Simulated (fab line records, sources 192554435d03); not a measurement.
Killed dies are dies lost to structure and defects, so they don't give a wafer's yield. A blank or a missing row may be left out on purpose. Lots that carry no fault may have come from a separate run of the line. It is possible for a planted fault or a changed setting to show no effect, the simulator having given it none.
A struck lot beside a sound one || flow n5-finfet || 19 out of 1938 route steps
Sound: wafers L606.2, L606.5, L606.6. Struck: wafers L621.1, L621.5, L621.6. Last of all comes the cause.
Order at every step that has rows: each side's tool, ch and its chambers, its first start. Under that, the readings that differ: sound wafers || struck wafers || difference of the means || sigmas: that difference in standard deviations of wafers without a fault.
alike: same words and numbers on both sides, and readings whose means sit less than 2 such deviations apart. not compared: any withheld reading, any reading some wafer has no value for, any bound like >300 that may hide the same value, and any number with overlapping values for which the record gives no deviation.
A row with sigmas, a row that says differs or no value, or rows on one side alone: a step with any of these is where the two part. When numbers do not overlap yet have no deviation, they are printed without sigmas and do not part them. Lack of a reading on every wafer of one side parts them only where that side has two or more wafers.

first, 8 steps without rows for these wafers: N5_BEOL_M8_CMP_52 (polishes, stops on SiCOH lowk, t overpolish 6.9 s, target thk 80 nm); N5_BEOL_M8_PRE_CLEAN_55 (time 15 s); N5_BEOL_M8_DEP_56 (deposits SiCN from 3MS/NH3, target thk 10 nm, time 17.5 s); N5_BEOL_M9_ILD_DEP_00 (deposits SiCOH lowk from DEMS/porogen, target thk 308.51 nm, time 58 s); N5_BEOL_M9_CURE_71 (cures SiCOH lowk, time 240 s); N5_BEOL_M9_PECVD_70 (deposits SiO2 from TEOS/O2, target thk 20 nm, time 22.7 s); N5_BEOL_M9_HM_DEP_02 (deposits TiN, target thk 20 nm); N5_BEOL_M9_COAT_59 (time 60 s, resist thk 100 nm).
N5_BEOL_M9_COAT_60: time 60 s, resist thk 30 nm.
  sound on litho-track-04 ch 0, day 9 21:22; struck on litho-track-04 ch 0, day 14 11:13
{"reading": "spin-speed-rpm (rpm)", "sound": "1498.8 1499.2 1500.0", "struck": "1591.7 1591.3 1591.0", "difference": "+92.0", "sigmas": "+96"}
{"reading": "model.SiARC_of_BEOL_M9_COAT_60.thk-nm (nm)", "sound": "30.2 30.2 30.2", "struck": "29.2 29 29", "difference": -1.1, "sigmas": ""}
then, 7 steps without rows for these wafers: N5_BEOL_M9_COAT_05 (resist thk 90 nm); N5_BEOL_M9_EBR_07; N5_BEOL_M9_SOFTBAKE_06 (time 60 s); N5_BEOL_M9_EXPOSE_08 (exposes mask M9); N5_BEOL_M9_PEB_09 (peb time 60 s); N5_BEOL_M9_DEVELOP_10 (develop time 30 s); N5_BEOL_M9_DESCUM_16 (chemistry O2, time 7.9 s).
N5_BEOL_M9_ETCH_61: etches SiARC in CF4, target depth 39 nm, time 65 s.
  sound on rie-diel-02 ch 0,1, day 9 21:52; struck on rie-diel-02 ch 1,2, day 14 11:43
{"reading": "model.etch.depth-nm (nm)", "sound": "30.14 30.16 30.16", "struck": "29.12 29.07 29.03", "difference": -1.08, "sigmas": ""}
{"reading": "model.CAR-ArF_of_BEOL_M9_COAT_05.thk-nm (nm)", "sound": "55.6 55.2 55.4", "struck": "56.8 56.6 56.6", "difference": "+1.3", "sigmas": ""}
  alike: chamber-pressure-mTorr, drypump-motor-current-A, etch-rf-on-time-s, oes-product-au, rf-vpp-V, showerhead-plenum-p-Torr, throttle-valve-pct
  not compared: rf-hours-counter-h
N5_BEOL_M9_ETCH_62: etches SOC in N2/H2, target depth 110 nm, overetch 22 nm, time 165 s.
  sound on rie-diel-02 ch 0,1, day 9 21:55; struck on rie-diel-02 ch 1,2, day 14 11:46
{"reading": "model.SiARC_of_BEOL_M9_COAT_60.thk-nm (nm)", "sound": "23.4 23.8 23.4", "struck": "22.6 22.4 22.4", "difference": -1.1, "sigmas": ""}
  alike: chamber-pressure-mTorr, drypump-motor-current-A, oes-product-au, rf-vpp-V, showerhead-plenum-p-Torr, throttle-valve-pct
  not compared: rf-hours-counter-h
then, 1 step without rows for these wafers: N5_BEOL_M9_STRIP_68 (strips in N2/H2).

WHERE THEY PART
Within this record, at N5_BEOL_M9_COAT_60 only. Later steps at which nothing parts them and some readings are alike: N5_BEOL_M9_ETCH_61, N5_BEOL_M9_ETCH_62.

WHY: what had been put in by the simulator
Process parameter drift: litho-track-04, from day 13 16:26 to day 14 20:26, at N5_BEOL_M9_COAT_60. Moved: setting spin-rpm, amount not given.
